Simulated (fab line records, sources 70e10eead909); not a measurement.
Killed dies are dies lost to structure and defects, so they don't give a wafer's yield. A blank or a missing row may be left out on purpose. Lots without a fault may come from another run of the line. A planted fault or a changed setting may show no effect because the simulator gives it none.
Chamber matching | flow nand_harc | NHARC_A_STAIRCASE_DEP_301 on pecvd-01: 3 sister chambers
The step deposits SiON, target thk 30 nm. 6 wafers are shown with their chamber, then 10 later ones without.

WAFERS WITH THEIR CHAMBER
wafer  | chamber | heater_power_w (W)
L078.4 | 2       | 785
L085.1 | 2       | 883
L085.2 | 1       | 627
L085.4 | 0       | 713
L086.1 | 1       | 666
L086.3 | 0       | 700

WAFERS WITHOUT THEIR CHAMBER
wafer  | heater_power_w (W)
L086.5 | 663
L094.1 | 782
L094.2 | 760
L094.3 | 567
L095.2 | 679
L095.4 | 690
L095.6 | 799
L097.2 | 620
L097.3 | 746
L097.6 | 749

WHICH CHAMBER EACH WENT THROUGH
wafer  | from the rows above          | in truth
L086.5 | can't be placed: 1 or 0      | 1
L094.1 | can't be placed: 2 or 0 or 1 | 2
L094.2 | can't be placed: 0 or 2 or 1 | 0
L094.3 | can't be placed: 1 or 0      | 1
L095.2 | can't be placed: 0 or 1      | 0
L095.4 | can't be placed: 0 or 1      | 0
L095.6 | can't be placed: 2 or 0      | 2
L097.2 | can't be placed: 1 or 0      | 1
L097.3 | can't be placed: 0 or 2 or 1 | 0
L097.6 | can't be placed: 0 or 2 or 1 | 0
Placed correctly: 0 of 10. Can't be placed from these rows: 10 (the true chamber is among the candidates in 10). Placed wrongly: 0.
How it was worked out, from the rows above alone: a wafer's distance from a chamber is the root of the sum, over the readings, of the square of ((its reading less the chamber's mean) divided by the reading's scatter). The wafer belongs to the nearest chamber; if the next one is less than 2 further off, it can't be placed. A chamber's mean is the mean of its shown wafers. The scatter: the root of (the sum of the squares of (reading less its chamber's mean) over the shown wafers, divided by (wafers less chambers)).
